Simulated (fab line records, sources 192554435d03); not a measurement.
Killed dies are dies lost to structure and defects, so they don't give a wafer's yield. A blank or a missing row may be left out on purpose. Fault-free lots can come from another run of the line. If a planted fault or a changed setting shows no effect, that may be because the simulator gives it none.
8D (eight disciplines) problem report, filled in by code | flow n5 finfet | the parts of the form that need people (team, actions taken, sign-off) are left out

1. THE PROBLEM
At N5_PASSIVATION_PROBE_49, killed_at_M0_to_M3 averages 125 over 9 wafers from 3 lots, while fault-free wafers read 30, standard deviation 8.6. Relative to the usual mean, that is a shift of +11 standard deviations.
First seen on wafer L771.1, day 15 21:29, on prober-01. Wafers with a number at this step in the record: 9, from 3 lots. Rule for "out" (also "out of limits"): further than 4 standard deviations from the usual mean. The other wafers with a number count as sound.

2. WHAT THIS IS AND IS NOT
question                    | is                     | is not
which readings at this step | killed_at_M0_to_M3     | killed at contacts, killed at front end, killed at other, killed open
which lots                  | L771, L772, L773       | -
which wafers of those lots  | all that have a number | -
read on which tools         | prober-01              | -
when                        | from day 15 21:29      | up to then (0 sound wafers)

3. WHAT RULES OUT EACH SUSPECT
Counting: any tool at a process step up to the reading is kept as a suspect provided that every lot that is out went through it and no sound lot did after the first of them.
- cvd co-02 at N5_BEOL_M2_CVD_47 (deposits Co from CCTBA/H2, target thk 3 nm, time 223.8 s): kept. It ran every lot that is out, first L771 (day 10 08:13), and no sound lot after that.
- prober-01 at N5_PASSIVATION_PROBE_49: kept. It ran every lot that is out, first L771 (day 15 21:29), and no sound lot after that. Out on those wafers are its own readings of killed_at_M0_to_M3.
Left after counting: cvd co-02 at N5_BEOL_M2_CVD_47, prober-01 at N5_PASSIVATION_PROBE_49.

4. THE CAUSE (what the simulator had put in)
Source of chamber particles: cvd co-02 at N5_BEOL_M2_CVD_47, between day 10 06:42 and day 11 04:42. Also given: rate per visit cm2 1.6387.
Counting left 2 suspects, and this tool is among them.

5. SEQUENCE OF EFFECTS, ordered by route
One row per reading whose mean, taken over the struck wafers that have a number, lies over 3 standard deviations from the usual. Readings are gone through only where the record gives a usual standard deviation; hours: the median, over the lots, of the time from a lot's start at the first step in this table giving one to that lot's start at this step; sigmas: the change measured in usual standard deviations.
hours | step                    | reading              | usual  | on struck wafers | change | sigmas
0     | N5_PASSIVATION_PROBE_49 | defect limited yield | 91.7 % | 83.8             | -7.9   | -5.3
0     | N5_PASSIVATION_PROBE_49 | killed_at_M0_to_M3   | 30     | 125              | +95    | +11
0     | N5_PASSIVATION_PROBE_49 | killed dies          | 97     | 191              | +94    | +5.5
0     | N5_PASSIVATION_PROBE_49 | killed on rim        | 13     | 28               | +15    | +4.3
0     | N5_PASSIVATION_PROBE_49 | sort_bin_5_function  | 4.8 %  | 9.6              | +4.8   | +5.3
0     | N5_PASSIVATION_PROBE_49 | sort n pass          | 1083   | 989              | -94    | -5.5
0     | N5_PASSIVATION_PROBE_49 | sort yield pct       | 91.7 % | 83.8             | -7.9   | -5.3
Here are the process steps it includes:
- N5_PASSIVATION_PROBE_49

6. HOW IT WOULD HAVE BEEN CAUGHT EARLIER
First out-of-limits reading in this record: day 15 21:29, which is 135 hours after fault onset at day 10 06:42.
An alarm limit of 4 standard deviations would not have fired on the tool readings at N5_BEOL_M2_CVD_47 for which the record gives a usual standard deviation, since none of them was out on any struck wafer.
All the lots that are out (3) had begun N5_BEOL_M2_CVD_47 on cvd co-02 by day 15 21:29. Holding the tool at that point would not have protected any of them.
